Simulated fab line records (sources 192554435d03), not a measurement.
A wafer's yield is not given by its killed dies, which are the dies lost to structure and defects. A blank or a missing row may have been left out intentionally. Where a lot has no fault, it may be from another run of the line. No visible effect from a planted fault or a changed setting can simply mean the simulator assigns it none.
Which tool was responsible?	flow n5 finfet	30 wafers from 11 lots sampled at 5 of the route's 1938 steps

WHAT THE GAUGES SHOWED, per wafer
N5_BEOL_M4_RC_MEAS_101. Usual: DIBL_N 35.9 mV/V, standard deviation 1.3; DIBL_P 36.3 mV/V, standard deviation 1.5; IOFF_N 0.153 nA/um, standard deviation 0.023; IOFF_P 0.208 nA/um, standard deviation 0.028; ION_N 672 uA/um, standard deviation 9.7; ION_P 462 uA/um, standard deviation 6.6; SS_N 71.5 mV/dec, standard deviation 0.53; SS_P 73.3 mV/dec, standard deviation 0.59; VT_N 250.4 mV, standard deviation 2.7; VT_P -250.5 mV, standard deviation 3.
lot	measured	on	DIBL_N (mV/V)	DIBL_P (mV/V)	IOFF_N (nA/um)	IOFF_P (nA/um)	ION_N (uA/um)	ION_P (uA/um)	SS_N (mV/dec)	SS_P (mV/dec)	VT_N (mV)	VT_P (mV)	flag
L654	day 9 19:38	prober-02	35.9 37.1 34.8	36.9 38.6 36.6	0.143 0.173 0.137	0.198 0.225 0.194	655 671 666	451 461 459	71.9 71.3 70.9	72.9 73.9 72.7	253.9 248.6 251.7	-255.0 -249.8 -250.7	
L658	day 10 11:12	prober-02	35.7 37.4 37.4	35.8 38.7 38.2	0.135 0.173 0.169	0.180 0.224 0.213	675 684 686	460 471 464	71.3 71.7 71.9	73.6 73.5 73.1	253.1 247.8 247.4	-249.9 -248.1 -251.0	
L659	day 10 20:38	prober-01	35.1 35.7 35.5	34.6 35.3 34.3	0.125 0.141 0.130	0.201 0.216 0.203	666 670 668	466 462 463	70.8 71.6 71.7	72.6 73.7 73.0	253.6 248.8 253.1	-245.9 -247.0 -245.9	
L660	day 11 03:49	prober-01	35.8 34.1 34.7	35.2 32.7 34.5	0.141 0.116 0.120	0.200 0.167 0.191	670 649 654	462 450 464	71.3 70.6 70.8	73.0 72.7 73.3	252.4 257.0 253.8	-250.8 -254.7 -251.3	
L661	day 11 11:40	prober-02	36.8 34.5 35.1	35.5 33.3 33.3	0.161 0.123 0.129	0.211 0.178 0.176	677 660 659	454 452 454	71.4 71.1 71.6	74.0 72.7 73.3	253.2 253.4 254.8	-251.8 -253.1 -253.2	
L662	day 12 10:47	prober-02	34.4 36.0 37.2	34.2 36.0 37.4	0.117 0.137 0.153	0.164 0.192 0.211	656 656 666	447 452 456	70.8 71.7 71.6	72.5 72.9 73.3	253.0 252.0 251.0	-251.7 -252.3 -252.4	
L665	day 12 15:55	prober-02	36.5 36.5 36.9	37.9 37.4 37.7	0.160 0.157 0.169	0.218 0.206 0.215	675 682 669	461 459 455	70.8 71.5 71.6	73.0 73.5 73.4	251.5 254.7 251.7	-249.8 -253.8 -250.4	
L666	day 12 15:29	prober-01	35.2 34.3	36.0 35.4	0.140 0.126	0.176 0.161	667 663	455 456	71.5 71.2	73.7 73.0	252.1 253.5	-255.3 -255.1	
L667	day 13 17:09	prober-02	36.1 35.8	35.9 36.2	0.158 0.146	0.198 0.207	679 666	460 456	71.5 71.8	73.5 73.4	250.2 252.1	-250.3 -248.1	
L670	day 14 01:29	prober-02	36.4 36.6	37.5 37.4	0.170 0.165	0.215 0.209	691 679	468 462	71.4 71.7	74.6 73.0	248.6 249.0	-250.0 -248.8	
L672	day 15 00:24	prober-02	35.8 35.0 35.3	35.8 34.7 34.6	0.145 0.134 0.136	0.211 0.189 0.192	689 679 672	473 469 462	70.6 70.9 70.7	72.9 72.8 73.1	248.5 250.8 250.5	-249.6 -249.5 -249.6	

WHICH TOOL RAN EACH LOT (tool, then ch and the chambers of the sampled wafers, then the start)
lot	N5_BEOL_M2_DEGAS_44	N5_BEOL_M2_ALD_84	N5_BEOL_M2_SURFACE_TREAT_85	N5_BEOL_M2_SPUTTER_48
L654	pvd sputter-01, day 8 08:48	ald metal-04 ch 1,3, day 8 08:59	pvd sputter-01, day 8 09:19	pvd sputter-01, day 8 09:48
L658	pvd sputter-02, day 9 07:58	ald metal-04 ch 0,1,2, day 9 08:04	pvd sputter-01, day 9 08:28	pvd sputter-02, day 9 08:53
L659	pvd sputter-03, day 9 13:28	ald metal-04 ch 0,1,2, day 9 13:34	pvd sputter-02, day 9 13:57	pvd sputter-02, day 9 14:10
L660	pvd sputter-01, day 10 02:02	ald metal-04 ch 0,2, day 10 02:10	pvd sputter-02, day 10 02:25	pvd sputter-01, day 10 02:40
L661	pvd sputter-02, day 10 10:19	ald metal-03 ch 0,1,2, day 10 10:25	pvd sputter-02, day 10 10:43	pvd sputter-02, day 10 10:57
L662	pvd sputter-02, day 10 15:05	ald metal-03 ch 1,2,3, day 10 15:14	pvd sputter-02, day 10 15:32	pvd sputter-01, day 10 15:45
L665	pvd sputter-01, day 10 23:43	ald metal-04 ch 0,1,3, day 10 23:49	pvd sputter-01, day 11 00:04	pvd sputter-03, day 11 00:53
L666	pvd sputter-02, day 11 17:05	ald metal-03 ch 0,3, day 11 17:11	pvd sputter-02, day 11 17:26	pvd sputter-03, day 11 17:42
L667	pvd sputter-03, day 12 03:38	ald metal-03 ch 0,1, day 12 03:44	pvd sputter-01, day 12 04:01	pvd sputter-02, day 12 04:14
L670	pvd sputter-03, day 12 08:05	ald metal-03 ch 0,2, day 12 08:12	pvd sputter-02, day 12 08:30	pvd sputter-02, day 12 08:47
L672	pvd sputter-01, day 12 18:11	ald metal-02 ch 0,1, day 12 18:17	pvd sputter-03, day 12 18:31	pvd sputter-02, day 12 18:49
- N5_BEOL_M2_DEGAS_44: time 60 s.
- N5_BEOL_M2_ALD_84: deposits TaN, pulse time 2 s, purge time 3 s, co reactant purge time 2 s.
- N5_BEOL_M2_SURFACE_TREAT_85
- N5_BEOL_M2_SPUTTER_48: material Cu, target thk 4.5 nm, time 8.29 s.

AS READ BY THE TOOLS THEMSELVES (means over the sampled wafers that have a number; for cases with no such wafer, the mark the record gives instead)
N5_BEOL_M2_DEGAS_44. Usual: heater power w reads 341 W (standard deviation 27).
lot	tool	heater power w (W)	flag
L654	pvd sputter-01	330	
L658	pvd sputter-02	343	
L659	pvd sputter-03	322	
L660	pvd sputter-01	341	
L661	pvd sputter-02	342	
L662	pvd sputter-02	346	
L665	pvd sputter-01	345	
L666	pvd sputter-02	306	
L667	pvd sputter-03	314	
L670	pvd sputter-03	320	
L672	pvd sputter-01	367	

N5_BEOL_M2_ALD_84. Usual: heater power w reads 411 W (standard deviation 32).
lot	tool	heater power w (W)	flag
L654	ald metal-04	417	
L658	ald metal-04	393	
L659	ald metal-04	388	
L660	ald metal-04	388	
L661	ald metal-03	424	
L662	ald metal-03	397	
L665	ald metal-04	398	
L666	ald metal-03	410	
L667	ald metal-03	416	
L670	ald metal-03	435	
L672	ald metal-02	448	

N5_BEOL_M2_SPUTTER_48. Usual: throttle valve pct reads 30.0 % (standard deviation 1.3).
lot	tool	throttle valve pct (%)	flag
L654	pvd sputter-01	29.1	
L658	pvd sputter-02	30.1	
L659	pvd sputter-02	30.1	
L660	pvd sputter-01	29.4	
L661	pvd sputter-02	30.7	
L662	pvd sputter-01	28.6	
L665	pvd sputter-03	29.2	
L666	pvd sputter-03	30.5	
L667	pvd sputter-02	31.2	
L670	pvd sputter-02	30.1	
L672	pvd sputter-02	31.6	

THE ANSWER, worked out from the rows above alone
Rule: a lot is off if the mean of its wafers that have a number lies more than 3 standard deviations from the usual mean. Also off: a lot with no number at a reading for which 4 or more lots have one. Where the step has rows for the other lots, those lots are counted as sound. First the gauges in route order, then the tools' own readings, where a lot's mean is used as printed above. The first step at which some lot is off is used, and at that step the reading that is off furthest; a lot without a number counts as furthest.
Across all readings shown, no lot is off: no conclusion can be drawn from this.

WHAT THE SIMULATOR HAD INSERTED
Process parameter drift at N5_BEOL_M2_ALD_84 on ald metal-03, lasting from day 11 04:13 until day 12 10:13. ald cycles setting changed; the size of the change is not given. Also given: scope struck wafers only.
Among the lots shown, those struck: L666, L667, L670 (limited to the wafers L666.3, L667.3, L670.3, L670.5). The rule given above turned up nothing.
